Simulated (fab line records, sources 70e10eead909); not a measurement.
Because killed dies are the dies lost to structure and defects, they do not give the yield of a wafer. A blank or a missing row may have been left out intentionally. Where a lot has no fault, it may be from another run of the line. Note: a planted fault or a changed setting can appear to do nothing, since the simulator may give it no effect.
Which tool did it? || flow nandHarc || 6 lots, 18 wafers sampled, at 5 steps of a route of 1302

== WHAT THE GAUGES SHOWED, per wafer ==
NHARC_END_SORT_01.
{"lot": "L240", "measured": "day 25 00:46", "on": "prober-02", "killedDies": "48 56 45"}
{"lot": "L243", "measured": "day 27 01:40", "on": "prober-02", "killedDies": "677 677 677"}
{"lot": "L255", "measured": "day 30 19:19", "on": "prober-02", "killedDies": "88 84 94"}
{"lot": "L256", "measured": "day 32 20:58", "on": "prober-02", "killedDies": "41 34 45"}

== WHAT TOOL EACH LOT RAN ON (gives the tool, then ch and the chambers of the sampled wafers, and finally the start) ==
{"lot": "L240", "NHARC_A_STAIRCASE_STRIP_175": "plasmaAsher-02 ch 0,1, day 16 15:43", "NHARC_A_STAIRCASE_ETCH_188": "rieDiel-04 ch 2,3, day 16 17:19", "NHARC_A_STAIRCASE_ETCH_190": "rieDiel-04 ch 0,2, day 16 18:14 or earlier", "NHARC_A_STAIRCASE_TRIM_196": "rieDiel-10 ch 0,1,2, day 16 18:14"}
{"lot": "L243", "NHARC_A_STAIRCASE_STRIP_175": "plasmaAsher-01 ch 0,1, day 17 21:11", "NHARC_A_STAIRCASE_ETCH_188": "rieDiel-04 ch 0,2,3, day 17 22:56", "NHARC_A_STAIRCASE_ETCH_190": "rieDiel-04 ch 0,2,3, day 18 02:39 or earlier", "NHARC_A_STAIRCASE_TRIM_196": "rieDiel-04 ch 0,1,3, day 18 02:39"}
{"lot": "L252", "NHARC_A_STAIRCASE_STRIP_175": "plasmaAsher-01 ch 0,1, day 21 14:52", "NHARC_A_STAIRCASE_ETCH_188": "rieDiel-04 ch 0,2, day 21 16:30", "NHARC_A_STAIRCASE_ETCH_190": "rieDiel-04 ch 0,1, day 21 17:29 or earlier", "NHARC_A_STAIRCASE_TRIM_196": "rieDiel-10 ch 0,1, day 21 17:29"}
{"lot": "L255", "NHARC_A_STAIRCASE_STRIP_175": "plasmaAsher-02 ch 0,1, day 22 12:25", "NHARC_A_STAIRCASE_ETCH_188": "rieDiel-10 ch 0,3, day 22 14:11", "NHARC_A_STAIRCASE_ETCH_190": "rieDiel-10 ch 0,3, day 22 15:02 or earlier", "NHARC_A_STAIRCASE_TRIM_196": "rieDiel-10 ch 2,3, day 22 15:02"}
{"lot": "L256", "NHARC_A_STAIRCASE_STRIP_175": "plasmaAsher-01 ch 0,1, day 23 18:14", "NHARC_A_STAIRCASE_ETCH_188": "rieDiel-04 ch 0,1,2, day 23 19:57", "NHARC_A_STAIRCASE_ETCH_190": "rieDiel-04 ch 1,2,3, day 23 20:49 or earlier", "NHARC_A_STAIRCASE_TRIM_196": "rieDiel-04 ch 0,1,3, day 23 20:49"}
{"lot": "L261", "NHARC_A_STAIRCASE_STRIP_175": "plasmaAsher-02 ch 0,1, day 25 09:40", "NHARC_A_STAIRCASE_ETCH_188": "rieDiel-04 ch 2,3, day 25 11:25", "NHARC_A_STAIRCASE_ETCH_190": "rieDiel-04 ch 0,1,3, day 25 12:25 or earlier", "NHARC_A_STAIRCASE_TRIM_196": "rieDiel-04 ch 1,2,3, day 25 12:25"}
- NHARC_A_STAIRCASE_STRIP_175: strips in O2.
- NHARC_A_STAIRCASE_ETCH_188: etches the open film in C4F8/O2, target depth 100 nm, time 40.5 s.
- NHARC_A_STAIRCASE_ETCH_190: etches the open film in C4F8/O2, target depth 100 nm, time 40.5 s.
- NHARC_A_STAIRCASE_TRIM_196: chemistry O2, time 211.2 s.

== THE ANSWER, worked out from the rows above alone ==
Rule: the lots themselves supply what counts as usual. Put in order of their means at a reading, lots are off if they are a third of the lots or fewer, leave a main group of 4 or more, and stand apart from it by a gap of 3 or more times the standard deviation of the main group's means; of several such gaps the widest counts. If all means in a main group match to the digits the tables above print for the reading, that group is not used. A lot without any number at a reading at which 4 lots or more have one is off too. Where the step has rows for the other lots, those lots are counted as sound.
Across all readings shown, no lot is off: no conclusion can be drawn from this.

== WHAT HAD BEEN PUT IN BY THE SIMULATOR ==
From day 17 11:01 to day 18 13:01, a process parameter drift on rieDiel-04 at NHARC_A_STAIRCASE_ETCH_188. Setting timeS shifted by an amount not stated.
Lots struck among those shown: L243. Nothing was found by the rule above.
